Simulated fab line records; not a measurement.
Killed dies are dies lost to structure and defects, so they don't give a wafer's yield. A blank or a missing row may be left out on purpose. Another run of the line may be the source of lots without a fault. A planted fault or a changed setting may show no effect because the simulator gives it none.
fab line records ; flow n5-finfet ; part 1 of 2: steps 1 to 21 of 30
[record] lots = 5; wafers = 15; last-day = 17
route steps=1938 shown MIM_TOP@1838 MIM_TOP_LITHO@1839 MIM_TOP_ETCH@1851 MIM_BOT_LITHO@1854 MIM_BOT_ETCH@1866
lots that met no fault: from a run of the same line without faults
start-h: the number of hours between the record's first day and the start of the first shown wafer of the lot ; wait-h: time in hours since the lot's previous step ; " same as the row above ; L1.1+2: a single row standing in for several wafers ; - value missing, or start not given ; * or withheld: withheld ; < > ~ a bound
route shown NAME@n: a module of which the file shows steps, and the number in the route of the first ; usual: mean/standard deviation of fault-free wafers ; same: alike in all rows ; chamber/n: place in a boat ; sites: readings site by site ; _std_site: their standard deviation ; _edge_site: the outer-site mean with the inner-site mean subtracted ; radius-mm: how far each site lies from the wafer's centre ; mask NAME#n: copy n ; behind: tool/chamber where the wafer was last shaped ; hold: reason for holding the lot/hours on hold/outcome of the hold ; device: which transistor (n, p or np) failed to switch ; end of line: the tests these same wafers got at the end of their route ; where a step has no rows: the recipe by itself ; killed: dies that structure and defects cost at the first sort, which is not the same as the wafer's yield ; map: shows each die of a wafer: x if killed, . if not, _ if none is there
set.NAME: the setting as run; set.NAME@STEP: as run at that earlier step ; model.NAME: the simulator's own value behind a step, which no gauge read
a table for each step, a row for each wafer; lots at some steps of the route
services: the hour from which a tool's chamber was out of use, counted from the record's first day as start-h (under 0 if before that day), plus the number of hours and why
[[steps]]
[step N5_MIM_TOP_SPUTTER_03]
[recipe] material = TiN; target-thk-a = 350; temp-c = 200; power-w = 3000; chamber-pressure-pa = 0.49996; gas = Ar; reactive-partial-pa = 0.37997; time-s = 89.7
[usual] throttle-valve-pct = 30.2/0.86
[same] time-s = 89.7
lot.wafer;tool;chamber;start-h;wait-h;throttle-valve-pct
L079.2;pvd-sputter-02;-;276.50;0.0;31.4
L079.3;pvd-sputter-02;-;276.50;0.0;30.1
L079.5;pvd-sputter-02;-;276.50;0.0;29.5
L076.1;pvd-sputter-03;-;276.63;0.0;30.0
L076.2;pvd-sputter-03;-;276.63;0.0;28.6
L076.4;pvd-sputter-03;-;276.63;0.0;31.2
L086.2;pvd-sputter-02;-;331.85;0.0;29.6
L086.3;pvd-sputter-02;-;331.85;0.0;30.4
L086.4;pvd-sputter-02;-;331.85;0.0;29.7
L087.4;pvd-sputter-02;-;350.02;0.0;29.6
L087.5;pvd-sputter-02;-;350.02;0.0;31.3
L087.6;pvd-sputter-02;-;350.02;0.0;29.7
L094.2;pvd-sputter-02;-;386.53;0.0;30.0
L094.5;pvd-sputter-02;-;386.53;0.0;29.6
L094.6;pvd-sputter-02;-;386.53;0.0;30.3
[step N5_MIM_TOP_LITHO_HMDS_01]
[recipe] time-s = 60; temp-c = 120
[usual] exhaust-pa = 44.7/0.89
[same] time-s = 60
lot.wafer;tool;chamber;start-h;wait-h;exhaust-pa
L079.2;litho-track-05;0;276.60;0.1;43.2
L079.3;litho-track-05;0;276.60;0.1;42.6
L079.5;litho-track-05;0;276.60;0.1;43.7
L076.1;litho-track-02;0;276.75;0.1;45.7
L076.2;litho-track-02;0;276.75;0.1;45.0
L076.4;litho-track-02;0;276.75;0.1;44.8
L086.2;litho-track-01;0;331.96;0.1;46.0
L086.3;litho-track-01;0;331.96;0.1;45.7
L086.4;litho-track-01;0;331.96;0.1;44.2
L087.4;litho-track-05;0;350.13;0.1;43.8
L087.5;litho-track-05;0;350.13;0.1;43.8
L087.6;litho-track-05;0;350.13;0.1;43.6
L094.2;litho-track-02;0;386.64;0.1;45.3
L094.5;litho-track-02;0;386.64;0.1;44.9
L094.6;litho-track-02;0;386.64;0.1;45.2
[step N5_MIM_TOP_LITHO_COAT_02]
[recipe] spin-rpm = *; resist-thk-nm = *
[usual] exhaust-pa = 45.0/0.9; spin-speed-rpm = *
lot.wafer;tool;chamber;start-h;wait-h;exhaust-pa;spin-speed-rpm
L079.2;litho-track-05;0;-;-;44.1;*
L079.3;litho-track-05;0;-;-;43.5;*
L079.5;litho-track-05;0;-;-;44.3;*
L076.1;litho-track-02;0;-;-;45.8;*
L076.2;litho-track-02;0;-;-;45.5;*
L076.4;litho-track-02;0;-;-;44.9;*
L086.2;litho-track-01;0;-;-;44.1;*
L086.3;litho-track-01;0;-;-;44.1;*
L086.4;litho-track-01;0;-;-;44.3;*
L087.4;litho-track-05;0;-;-;45.4;*
L087.5;litho-track-05;0;-;-;43.1;*
L087.6;litho-track-05;0;-;-;44.0;*
L094.2;litho-track-02;0;-;-;44.7;*
L094.5;litho-track-02;0;-;-;44.4;*
L094.6;litho-track-02;0;-;-;44.6;*
[step N5_MIM_TOP_LITHO_EBR_04]
[recipe] solvent = PGMEA; ebr-width-mm = 1.5
[usual] exhaust-pa = 44.8/0.97
lot.wafer;tool;chamber;start-h;wait-h;exhaust-pa
L079.2;litho-track-05;0;-;-;44.2
L079.3;litho-track-05;0;-;-;43.5
L079.5;litho-track-05;0;-;-;44.6
L076.1;litho-track-02;0;-;-;44.0
L076.2;litho-track-02;0;-;-;44.8
L076.4;litho-track-02;0;-;-;46.2
L086.2;litho-track-01;0;-;-;45.7
L086.3;litho-track-01;0;-;-;45.1
L086.4;litho-track-01;0;-;-;43.7
L087.4;litho-track-05;0;-;-;45.5
L087.5;litho-track-05;0;-;-;45.9
L087.6;litho-track-05;0;-;-;45.5
L094.2;litho-track-02;0;-;-;44.1
L094.5;litho-track-02;0;-;-;44.9
L094.6;litho-track-02;0;-;-;44.5
[step N5_MIM_TOP_LITHO_SOFTBAKE_03]
[recipe] temp-c = 100; time-s = 90
[usual] exhaust-pa = 44.7/0.98
[same] time-s = 90
lot.wafer;tool;chamber;start-h;wait-h;exhaust-pa
L079.2;litho-track-05;0;-;-;45.8
L079.3;litho-track-05;0;-;-;43.8
L079.5;litho-track-05;0;-;-;44.9
L076.1;litho-track-02;0;-;-;45.8
L076.2;litho-track-02;0;-;-;44.4
L076.4;litho-track-02;0;-;-;47.6
L086.2;litho-track-01;0;-;-;44.9
L086.3;litho-track-01;0;-;-;45.2
L086.4;litho-track-01;0;-;-;45.3
L087.4;litho-track-05;0;-;-;45.5
L087.5;litho-track-05;0;-;-;46.2
L087.6;litho-track-05;0;-;-;46.3
L094.2;litho-track-02;0;-;-;43.9
L094.5;litho-track-02;0;-;-;44.0
L094.6;litho-track-02;0;-;-;44.3
[step N5_MIM_TOP_LITHO_EXPOSE_05]
[recipe] mask-id = MIM_TOP; na = 0.55; source-shape = conventional; sigma-outer = 0.8; polarization = unpolarized; target-cd-nm = 2000; dose-mj = 20.5
[usual] exposure-dose-mJ-cm2 = 20.51/0.053; reticle-temp-C = 22.99/0.11
lot.wafer;tool;chamber;start-h;wait-h;mask;exposure-dose-mJ-cm2;reticle-temp-C
L079.2;krf-scanner-02;0;276.72;-;MIM_TOP#0;20.48;22.86
L079.3;krf-scanner-02;0;276.72;-;MIM_TOP#0;20.49;22.88
L079.5;krf-scanner-02;0;276.72;-;MIM_TOP#0;20.51;23.04
L076.1;krf-scanner-01;0;276.99;-;MIM_TOP#0;20.49;23.12
L076.2;krf-scanner-01;0;276.99;-;MIM_TOP#0;20.51;22.92
L076.4;krf-scanner-01;0;276.99;-;MIM_TOP#0;20.53;22.80
L086.2;krf-scanner-02;0;332.08;-;MIM_TOP#0;20.49;22.98
L086.3;krf-scanner-02;0;332.08;-;MIM_TOP#0;20.47;22.97
L086.4;krf-scanner-02;0;332.08;-;MIM_TOP#0;20.46;23.08
L087.4;krf-scanner-01;0;350.38;-;MIM_TOP#0;20.46;23.11
L087.5;krf-scanner-01;0;350.38;-;MIM_TOP#0;20.48;22.89
L087.6;krf-scanner-01;0;350.38;-;MIM_TOP#0;20.47;23.20
L094.2;krf-scanner-01;0;386.88;-;MIM_TOP#0;20.48;22.78
L094.5;krf-scanner-01;0;386.88;-;MIM_TOP#0;20.47;23.10
L094.6;krf-scanner-01;0;386.88;-;MIM_TOP#0;20.47;22.81
[step N5_MIM_TOP_LITHO_PEB_06]
[recipe] peb-temp-c = withheld; peb-time-s = *
[usual] exhaust-pa = 45.2/1.1
lot.wafer;tool;chamber;start-h;wait-h;exhaust-pa
L079.2;litho-track-01;0;276.77;0.0;46.0
L079.3;litho-track-01;0;276.77;0.0;45.0
L079.5;litho-track-01;0;276.77;0.0;45.6
L076.1;litho-track-01;0;277.04;0.1;45.5
L076.2;litho-track-01;0;277.04;0.1;44.6
L076.4;litho-track-01;0;277.04;0.1;44.3
L086.2;litho-track-05;0;332.13;0.0;45.1
L086.3;litho-track-05;0;332.13;0.0;45.3
L086.4;litho-track-05;0;332.13;0.0;45.8
L087.4;litho-track-05;0;350.42;0.0;44.5
L087.5;litho-track-05;0;350.42;0.0;45.2
L087.6;litho-track-05;0;350.42;0.0;44.0
L094.2;litho-track-02;0;386.93;0.0;45.1
L094.5;litho-track-02;0;386.93;0.0;45.9
L094.6;litho-track-02;0;386.93;0.0;44.7
[step N5_MIM_TOP_LITHO_DEVELOP_07]
[recipe] develop-time-s = 60; rinse-liquid = diw; dry = air-spin; dev-temp-c = 21
[usual] exhaust-pa = 45.0/0.82
lot.wafer;tool;chamber;start-h;wait-h;exhaust-pa
L079.2;litho-track-01;0;-;-;44.4
L079.3;litho-track-01;0;-;-;44.7
L079.5;litho-track-01;0;-;-;45.2
L076.1;litho-track-01;0;-;-;44.0
L076.2;litho-track-01;0;-;-;44.5
L076.4;litho-track-01;0;-;-;45.1
L086.2;litho-track-05;0;-;-;44.3
L086.3;litho-track-05;0;-;-;44.4
L086.4;litho-track-05;0;-;-;44.0
L087.4;litho-track-05;0;-;-;44.3
L087.5;litho-track-05;0;-;-;43.5
L087.6;litho-track-05;0;-;-;45.3
L094.2;litho-track-02;0;-;-;45.2
L094.5;litho-track-02;0;-;-;46.1
L094.6;litho-track-02;0;-;-;45.6
[step N5_MIM_TOP_LITHO_HARDBAKE_09]
[recipe] temp-c = 130; time-s = 120
[usual] exhaust-pa = 44.9/0.85
[same] time-s = 120
lot.wafer;tool;chamber;start-h;wait-h;exhaust-pa
L079.2;litho-track-01;0;-;-;46.2
L079.3;litho-track-01;0;-;-;45.3
L079.5;litho-track-01;0;-;-;44.5
L076.1;litho-track-01;0;-;-;45.7
L076.2;litho-track-01;0;-;-;45.6
L076.4;litho-track-01;0;-;-;45.3
L086.2;litho-track-05;0;-;-;46.1
L086.3;litho-track-05;0;-;-;46.0
L086.4;litho-track-05;0;-;-;45.5
L087.4;litho-track-05;0;-;-;45.5
L087.5;litho-track-05;0;-;-;46.1
L087.6;litho-track-05;0;-;-;44.9
L094.2;litho-track-02;0;-;-;44.5
L094.5;litho-track-02;0;-;-;44.9
L094.6;litho-track-02;0;-;-;45.5
[step N5_MIM_TOP_LITHO_CD_MEAS_08]
[recipe] target-cd-nm = 2000; landing-energy-ev = 500; detector = se-inlens
[usual] cd-nm = 1999.7/1.6
lot.wafer;tool;chamber;start-h;wait-h;cd-nm
L079.2;cd-sem-01;0;276.89;-;1998.1
L079.3;cd-sem-01;0;276.89;-;1997.4
L079.5;cd-sem-01;0;276.89;-;1996.9
L076.1;cd-sem-01;0;277.16;-;1997.1
L076.2;cd-sem-01;0;277.16;-;1996.6
L076.4;cd-sem-01;0;277.16;-;1997.6
L086.2;cd-sem-02;0;332.25;-;2001.5
L086.3;cd-sem-02;0;332.25;-;2000.7
L086.4;cd-sem-02;0;332.25;-;1998.6
L087.4;cd-sem-01;0;350.54;-;1999.5
L087.5;cd-sem-01;0;350.54;-;1998.6
L087.6;cd-sem-01;0;350.54;-;1999.0
L094.2;cd-sem-01;0;387.05;-;2001.2
L094.5;cd-sem-01;0;387.05;-;2001.0
L094.6;cd-sem-01;0;387.05;-;2003.4
[step N5_MIM_TOP_LITHO_OVL_MEAS_11]
[recipe] points-per-wafer = 44
[usual] MIM_TOP_OVL = -4/5
lot.wafer;tool;chamber;start-h;wait-h;MIM_TOP_OVL[nm]
L079.2;overlay-02;0;276.92;0.0;-4
L079.3;overlay-02;0;276.92;0.0;-3
L079.5;overlay-02;0;276.92;0.0;-4
L076.1;overlay-01;0;277.19;0.0;-12
L076.2;overlay-01;0;277.19;0.0;-7
L076.4;overlay-01;0;277.19;0.0;-5
L086.2;overlay-01;0;332.28;0.0;9
L086.3;overlay-01;0;332.28;0.0;0
L086.4;overlay-01;0;332.28;0.0;4
L087.4;overlay-01;0;350.57;0.0;-1
L087.5;overlay-01;0;350.57;0.0;-5
L087.6;overlay-01;0;350.57;0.0;-8
L094.2;overlay-01;0;387.08;0.0;-4
L094.5;overlay-01;0;387.08;0.0;-1
L094.6;overlay-01;0;387.08;0.0;5
[step N5_MIM_TOP_LITHO_INSPECT_12]
[recipe] mode = adi; inspect-instrument = macro
[usual] raw-defect-count = 2.0/1.5
lot.wafer;tool;chamber;start-h;wait-h;raw-defect-count
L079.2;defect-inspect-02;-;276.94;0.0;1
L079.3;defect-inspect-02;-;276.94;0.0;0
L079.5;defect-inspect-02;-;276.94;0.0;2
L076.1;defect-inspect-01;-;277.22;0.0;3
L076.2;defect-inspect-01;-;277.22;0.0;0
L076.4;defect-inspect-01;-;277.22;0.0;5
L086.2;defect-inspect-01;-;332.30;0.0;0
L086.3;defect-inspect-01;-;332.30;0.0;3
L086.4;defect-inspect-01;-;332.30;0.0;1
L087.4;defect-inspect-01;-;350.60;0.0;1
L087.5;defect-inspect-01;-;350.60;0.0;0
L087.6;defect-inspect-01;-;350.60;0.0;4
L094.2;defect-inspect-02;-;387.10;0.0;2
L094.5;defect-inspect-02;-;387.10;0.0;0
L094.6;defect-inspect-02;-;387.10;0.0;0
[step N5_MIM_TOP_LITHO_DESCUM_10]
[recipe] chemistry = O2; time-s = 7.9; source-power-w = 50; bias-power-w = 20; pressure-mtorr = 20; rf-frequency-hz = 2.712e+07; temp-c = 40; o2-flow-sccm = 225
[usual] drypump-motor-current-A = 5.9/0.39; oes-product-au = 0.80/0.067; rf-vpp-V = 243.5/1.3; showerhead-plenum-p-Torr = 2.12/0.062; throttle-valve-pct = 20.28/0.28
[same] time-s = 7.9
lot.wafer;tool;chamber;start-h;wait-h;drypump-motor-current-A;oes-product-au;rf-hours-counter-h;rf-vpp-V;showerhead-plenum-p-Torr;throttle-valve-pct
L079.2;rie-diel-04;0;276.97;0.0;5.5;0.83;84;243.6;2.12;20.39
L079.3;rie-diel-04;2;276.97;0.0;5.9;0.77;126;243.8;2.10;20.67
L079.5;rie-diel-04;2;276.97;0.0;5.9;0.77;-;242.0;2.10;20.68
L076.1;rie-diel-04;2;277.34;0.1;5.9;0.78;126;241.6;2.10;20.67
L076.2;rie-diel-04;1;277.34;0.1;6.0;0.80;94;243.1;2.11;20.01
L076.4;rie-diel-04;3;277.34;0.1;5.6;0.88;43;245.3;2.13;20.07
L086.2;rie-diel-06;0;332.35;0.1;5.9;0.70;206;243.3;2.08;20.40
L086.3;rie-diel-06;1;332.35;0.1;6.4;0.81;113;244.6;2.20;20.41
L086.4;rie-diel-06;2;332.35;0.1;5.6;0.72;203;241.5;1.99;20.52
L087.4;rie-diel-06;3;350.63;0.0;6.6;0.89;32;246.7;2.22;19.76
L087.5;rie-diel-06;1;350.63;0.0;6.5;0.81;-;246.1;2.20;20.43
L087.6;rie-diel-06;2;350.63;0.0;5.6;0.72;-;240.4;1.98;20.52
L094.2;rie-diel-06;2;387.13;0.0;5.6;0.71;222;241.4;1.98;20.54
L094.5;rie-diel-06;2;387.13;0.0;5.6;0.71;-;242.0;1.98;20.53
L094.6;rie-diel-06;1;387.13;0.0;6.5;0.79;-;244.2;2.19;20.45
[step N5_MIM_TOP_ETCH_ETCH_00]
[recipe] chemistry = Cl2/BCl3; target = TiN; target-depth-a = 385; ion-energy-ev = 150; pressure-mtorr = 10; icp-w = 1000; bias-w = 126; Cl2_flow_sccm = 53.25; bcl3-flow-sccm = 21.75; Ar_flow_sccm = 25
[usual] drypump-motor-current-A = 5.8/0.45; oes-product-au = 0.74/0.087; throttle-valve-pct = 22.90/0.17
lot.wafer;tool;chamber;start-h;wait-h;drypump-motor-current-A;oes-product-au;rf-hours-counter-h;throttle-valve-pct
L079.2;rie-metal-01;0;277.06;0.1;5.0;0.72;64;22.73
L079.3;rie-metal-01;0;277.06;0.1;5.0;0.72;-;22.76
L079.5;rie-metal-01;1;277.06;0.1;5.9;0.68;-;22.78
L076.1;rie-metal-03;0;277.43;0.1;6.1;0.77;54;23.10
L076.2;rie-metal-03;1;277.43;0.1;6.1;0.88;11;22.88
L076.4;rie-metal-03;1;277.43;0.1;6.0;0.88;-;22.88
L086.2;rie-metal-01;0;332.44;0.1;5.0;0.70;69;22.76
L086.3;rie-metal-01;0;332.44;0.1;5.0;0.70;-;22.76
L086.4;rie-metal-01;1;332.44;0.1;5.9;0.67;-;22.82
L087.4;rie-metal-02;1;350.75;0.1;6.3;0.64;-;23.31
L087.5;rie-metal-02;0;350.75;0.1;6.0;0.64;-;22.91
L087.6;rie-metal-02;1;350.75;0.1;6.3;0.64;-;23.30
L094.2;rie-metal-01;1;387.22;0.1;5.9;0.66;96;22.82
L094.5;rie-metal-01;1;387.22;0.1;5.9;0.66;-;22.81
L094.6;rie-metal-01;0;387.22;0.1;5.0;0.69;-;22.77
[step N5_MIM_TOP_ETCH_STRIP_01]
[recipe] chemistry = O2; power-w = 600; temp-c = 60; pressure-mtorr = 30; rf-frequency-hz = 6e+07; bias-power-w = 0; overash-fraction = 0.5; o2-flow-sccm = 225
[usual] drypump-motor-current-A = 5.6/0.48; oes-product-au = 0.81/0.066; rf-vpp-V = 3.6/1.3; showerhead-plenum-p-Torr = 2.10/0.064; throttle-valve-pct = 16.59/0.16
lot.wafer;tool;chamber;start-h;wait-h;drypump-motor-current-A;oes-product-au;rf-hours-counter-h;rf-vpp-V;showerhead-plenum-p-Torr;throttle-valve-pct
L079.2;rie-diel-01;1;277.20;0.1;5.7;0.76;166;4.0;2.10;16.62
L079.3;rie-diel-01;2;277.20;0.1;4.8;0.79;110;3.2;2.03;16.47
L079.5;rie-diel-01;1;277.20;0.1;5.7;0.75;-;3.0;2.09;16.64
L076.1;rie-diel-01;2;277.57;0.1;4.8;0.80;110;3.4;2.03;16.47
L076.2;rie-diel-01;3;277.57;0.1;5.5;0.84;64;3.0;2.13;16.57
L076.4;rie-diel-01;1;277.57;0.1;5.7;0.74;166;2.1;2.09;16.61
L086.2;rie-diel-02;0;332.58;0.1;6.1;0.72;192;5.8;2.16;16.43
L086.3;rie-diel-02;1;332.58;0.1;5.8;0.91;31;2.8;2.04;16.67
L086.4;rie-diel-02;3;332.58;0.1;4.9;0.89;13;4.7;2.14;16.44
L087.4;rie-diel-02;3;350.86;0.1;4.9;0.91;20;3.1;2.13;16.49
L087.5;rie-diel-02;1;350.86;0.1;5.8;0.89;-;2.0;2.04;16.77
L087.6;rie-diel-02;0;350.86;0.1;6.1;0.73;-;4.4;2.16;16.37
L094.2;rie-diel-01;2;387.36;0.1;4.9;0.74;144;3.4;2.01;16.54
L094.5;rie-diel-01;2;387.36;0.1;4.9;0.77;-;5.1;2.01;16.54
L094.6;rie-diel-01;3;387.36;0.1;5.5;0.81;-;7.2;2.12;16.64
[step N5_MIM_TOP_ETCH_PECVD_03]
[recipe] material = SiNx; target-thk-a = 200; temp-c = 400; precursor = SiH4/NH3/N2; pressure-torr = 1.5; rf-w = 300; time-s = 17.6
[usual] heater-power-w = 760/100; showerhead-plenum-p-Torr = 5.17/0.067; throttle-valve-pct = 39.9/2.3
[same] time-s = 17.6
lot.wafer;tool;chamber;start-h;wait-h;heater-power-w;showerhead-plenum-p-Torr;throttle-valve-pct
L079.2;pecvd-03;0;277.26;-;675;5.24;37.9
L079.3;pecvd-03;2;277.26;-;769;5.21;38.1
L079.5;pecvd-03;1;277.26;-;658;5.22;39.4
L076.1;pecvd-01;0;277.63;-;797;5.19;42.6
L076.2;pecvd-01;2;277.63;-;792;5.12;38.5
L076.4;pecvd-01;1;277.63;-;708;5.17;39.2
L086.2;pecvd-03;2;332.64;-;841;5.20;38.3
L086.3;pecvd-03;1;332.64;-;716;5.22;39.2
L086.4;pecvd-03;1;332.64;-;743;5.22;39.3
L087.4;pecvd-02;2;350.94;-;637;5.19;37.4
L087.5;pecvd-02;1;350.94;-;667;5.11;42.6
L087.6;pecvd-02;0;350.94;-;976;4.99;44.6
L094.2;pecvd-03;0;387.43;-;778;5.25;37.9
L094.5;pecvd-03;0;387.43;-;760;5.24;37.9
L094.6;pecvd-03;2;387.43;-;826;5.19;38.8
[step N5_MIM_BOT_LITHO_HMDS_01]
[recipe] time-s = 60; temp-c = 120
[usual] exhaust-pa = 45.0/0.71
[same] time-s = 60
lot.wafer;tool;chamber;start-h;wait-h;exhaust-pa
L079.2;litho-track-01;0;277.34;0.0;45.1
L079.3;litho-track-01;0;277.34;0.0;44.6
L079.5;litho-track-01;0;277.34;0.0;45.9
L076.1;litho-track-03;0;277.70;0.0;44.5
L076.2;litho-track-03;0;277.70;0.0;44.3
L076.4;litho-track-03;0;277.70;0.0;45.1
L086.2;litho-track-01;0;332.72;0.0;45.9
L086.3;litho-track-01;0;332.72;0.0;45.0
L086.4;litho-track-01;0;332.72;0.0;44.4
L087.4;litho-track-04;0;350.99;0.0;44.5
L087.5;litho-track-04;0;350.99;0.0;44.6
L087.6;litho-track-04;0;350.99;0.0;46.1
L094.2;litho-track-03;0;387.52;0.1;45.7
L094.5;litho-track-03;0;387.52;0.1;45.4
L094.6;litho-track-03;0;387.52;0.1;46.4
[step N5_MIM_BOT_LITHO_COAT_02]
[recipe] spin-rpm = *; resist-thk-nm = *
[usual] exhaust-pa = 45.0/1; spin-speed-rpm = *
lot.wafer;tool;chamber;start-h;wait-h;exhaust-pa;spin-speed-rpm
L079.2;litho-track-01;0;-;-;45.9;*
L079.3;litho-track-01;0;-;-;45.9;*
L079.5;litho-track-01;0;-;-;45.3;*
L076.1;litho-track-03;0;-;-;44.1;*
L076.2;litho-track-03;0;-;-;45.6;*
L076.4;litho-track-03;0;-;-;45.8;*
L086.2;litho-track-01;0;-;-;44.3;*
L086.3;litho-track-01;0;-;-;44.4;*
L086.4;litho-track-01;0;-;-;45.2;*
L087.4;litho-track-04;0;-;-;45.7;*
L087.5;litho-track-04;0;-;-;45.2;*
L087.6;litho-track-04;0;-;-;46.0;*
L094.2;litho-track-03;0;-;-;44.1;*
L094.5;litho-track-03;0;-;-;44.0;*
L094.6;litho-track-03;0;-;-;45.2;*
[step N5_MIM_BOT_LITHO_EBR_04]
[recipe] solvent = PGMEA; ebr-width-mm = 1.5
[usual] exhaust-pa = 45.1/0.97
lot.wafer;tool;chamber;start-h;wait-h;exhaust-pa
L079.2;litho-track-01;0;-;-;47.4
L079.3;litho-track-01;0;-;-;45.4
L079.5;litho-track-01;0;-;-;45.5
L076.1;litho-track-03;0;-;-;45.3
L076.2;litho-track-03;0;-;-;46.6
L076.4;litho-track-03;0;-;-;46.6
L086.2;litho-track-01;0;-;-;45.8
L086.3;litho-track-01;0;-;-;45.8
L086.4;litho-track-01;0;-;-;45.6
L087.4;litho-track-04;0;-;-;46.2
L087.5;litho-track-04;0;-;-;46.0
L087.6;litho-track-04;0;-;-;45.3
L094.2;litho-track-03;0;-;-;46.0
L094.5;litho-track-03;0;-;-;46.1
L094.6;litho-track-03;0;-;-;45.0
[step N5_MIM_BOT_LITHO_SOFTBAKE_03]
[recipe] temp-c = 100; time-s = 90
[usual] exhaust-pa = 45.2/0.96
[same] time-s = 90
lot.wafer;tool;chamber;start-h;wait-h;exhaust-pa
L079.2;litho-track-01;0;-;-;45.1
L079.3;litho-track-01;0;-;-;44.8
L079.5;litho-track-01;0;-;-;44.9
L076.1;litho-track-03;0;-;-;45.6
L076.2;litho-track-03;0;-;-;45.2
L076.4;litho-track-03;0;-;-;45.1
L086.2;litho-track-01;0;-;-;43.9
L086.3;litho-track-01;0;-;-;45.0
L086.4;litho-track-01;0;-;-;45.6
L087.4;litho-track-04;0;-;-;45.1
L087.5;litho-track-04;0;-;-;44.2
L087.6;litho-track-04;0;-;-;45.0
L094.2;litho-track-03;0;-;-;44.9
L094.5;litho-track-03;0;-;-;45.5
L094.6;litho-track-03;0;-;-;45.7
[step N5_MIM_BOT_LITHO_EXPOSE_05]
[recipe] mask-id = MIM_BOT; na = 0.55; source-shape = conventional; sigma-outer = 0.8; polarization = unpolarized; dose-mj = 24.25
[usual] exposure-dose-mJ-cm2 = 24.252/0.021; reticle-temp-C = 22.97/0.085
lot.wafer;tool;chamber;start-h;wait-h;mask;exposure-dose-mJ-cm2;reticle-temp-C
L079.2;krf-scanner-02;0;277.45;-;MIM_BOT#0;24.230;23.02
L079.3;krf-scanner-02;0;277.45;-;MIM_BOT#0;24.267;22.95
L079.5;krf-scanner-02;0;277.45;-;MIM_BOT#0;24.248;22.84
L076.1;krf-scanner-02;0;277.81;-;MIM_BOT#0;24.273;22.96
L076.2;krf-scanner-02;0;277.81;-;MIM_BOT#0;24.285;22.98
L076.4;krf-scanner-02;0;277.81;-;MIM_BOT#0;24.278;22.98
L086.2;krf-scanner-02;0;332.95;-;MIM_BOT#0;24.227;22.93
L086.3;krf-scanner-02;0;332.95;-;MIM_BOT#0;24.208;22.98
L086.4;krf-scanner-02;0;332.95;-;MIM_BOT#0;24.204;23.07
L087.4;krf-scanner-01;0;351.24;-;MIM_BOT#0;24.252;22.99
L087.5;krf-scanner-01;0;351.24;-;MIM_BOT#0;24.219;22.99
L087.6;krf-scanner-01;0;351.24;-;MIM_BOT#0;24.228;23.05
L094.2;krf-scanner-02;0;387.63;-;MIM_BOT#0;24.239;23.09
L094.5;krf-scanner-02;0;387.63;-;MIM_BOT#0;24.283;23.05
L094.6;krf-scanner-02;0;387.63;-;MIM_BOT#0;24.285;23.22
